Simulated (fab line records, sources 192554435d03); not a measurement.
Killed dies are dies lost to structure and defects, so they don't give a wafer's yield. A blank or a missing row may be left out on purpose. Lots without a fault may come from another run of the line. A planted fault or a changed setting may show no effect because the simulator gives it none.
Chamber matching | flow n5_finfet | N5_BEOL_M10_DESCUM_33 on rie_diel-01: 4 sister chambers
The step chemistry O2, time 7.9 s. 14 wafers are shown with their chamber, then 7 later ones without.

WAFERS WITH THEIR CHAMBER
wafer  | chamber | drypump_motor_current_A (A) | showerhead_plenum_p_Torr (Torr) | throttle_valve_pct (%)
L074.1 | 3       | 6.6                         | 2.14                            | 20.16
L074.3 | 0       | 6.3                         | 2.19                            | 20.27
L074.6 | 2       | 5.2                         | 2.18                            | 20.10
L083.1 | 1       | 5.7                         | 2.22                            | 19.93
L083.5 | 3       | 6.6                         | 2.14                            | 20.17
L083.6 | 0       | 6.3                         | 2.18                            | 20.31
L082.1 | 2       | 5.2                         | 2.18                            | 20.15
L082.3 | 1       | 5.7                         | 2.22                            | 19.89
L082.5 | 2       | 5.2                         | 2.18                            | 20.11
L084.2 | 3       | 6.6                         | 2.14                            | 20.21
L084.3 | 2       | 5.2                         | 2.18                            | 20.15
L084.5 | 1       | 5.8                         | 2.22                            | 19.91
L087.2 | 3       | 6.6                         | 2.13                            | 20.21
L087.3 | 0       | 6.4                         | 2.17                            | 20.32

SIGNATURES (means of the wafers above)
reading                  | chamber 0 | chamber 1 | chamber 2 | chamber 3 | scatter within a chamber
drypump_motor_current_A  | 6.333     | 5.733     | 5.200     | 6.600     | 0.0365
showerhead_plenum_p_Torr | 2.1800    | 2.2200    | 2.1800    | 2.1375    | 0.00524
throttle_valve_pct       | 20.3000   | 19.9100   | 20.1275   | 20.1875   | 0.0252
Rule: a wafer's distance from a chamber is the root of the sum, over the readings, of the square of ((its reading less the chamber's mean) divided by the reading's scatter). The wafer belongs to the nearest chamber; if the next one is less than 2 further off, it can't be placed. The scatter: the root of (the sum of the squares of (reading less its chamber's mean) over the shown wafers, divided by (wafers less chambers)).

WAFERS WITHOUT THEIR CHAMBER
wafer  | drypump_motor_current_A (A) | showerhead_plenum_p_Torr (Torr) | throttle_valve_pct (%)
L087.5 | 6.6                         | 2.13                            | 20.22
L093.3 | 6.6                         | 2.13                            | 20.23
L093.4 | 6.3                         | 2.17                            | 20.31
L093.6 | 5.2                         | 2.17                            | 20.17
L094.1 | 5.8                         | 2.21                            | 19.95
L094.5 | 6.6                         | 2.13                            | 20.22
L094.6 | 5.2                         | 2.17                            | 20.17

WHICH CHAMBER EACH WENT THROUGH
wafer  | from the rows above | in truth
L087.5 | 3                   | 3
L093.3 | 3                   | 3
L093.4 | 0                   | 0
L093.6 | 2                   | 2
L094.1 | 1                   | 1
L094.5 | 3                   | 3
L094.6 | 2                   | 2
Placed correctly: 7 of 7. Can't be placed from these rows: 0. Placed wrongly: 0.
